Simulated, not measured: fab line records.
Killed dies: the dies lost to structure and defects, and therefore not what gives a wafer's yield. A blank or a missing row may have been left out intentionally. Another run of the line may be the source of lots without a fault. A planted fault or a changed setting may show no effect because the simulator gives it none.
Matching of chambers ; flow nand harc ; 4 sister chambers for NHARC_P_M1_STRIP_18 on rie diel-12
The step strips in N2/H2. 4 wafers are shown with their chamber, then 9 later ones without.

## EACH WAFER AND ITS CHAMBER
wafer;chamber;drypump motor current A (A)
L080.5;3;6.0
L091.1;2;5.7
L091.2;1;6.4
L091.3;0;6.8

## WAFERS WHOSE CHAMBER IS MISSING
wafer;drypump motor current A (A)
L094.1;5.7
L094.3;6.8
L094.5;5.7
L095.1;6.0
L095.2;5.7
L095.3;6.8
L096.1;6.8
L096.3;5.9
L096.4;6.4

## CHAMBER TAKEN BY EACH
wafer;from the rows above;in truth
L094.1;2;2
L094.3;0;0
L094.5;2;2
L095.1;3;3
L095.2;2;2
L095.3;0;0
L096.1;0;0
L096.3;3;3
L096.4;1;1
Correct placement for 9 of the 9. Left unplaced by these rows: 0. Wrongly placed: 0.
How it was worked out, from the rows above alone: a wafer's distance from a chamber is the root of the sum, over the readings, of the square of ((its reading less the chamber's mean) divided by the reading's scatter). The wafer belongs to the nearest chamber; if the next one is less than 2 further off, it can't be placed. The mean given for a chamber averages the wafers shown for that chamber. The scatter: with one shown wafer a chamber, the root of the mean of the squares of how far each hidden wafer lies from its nearest shown one.
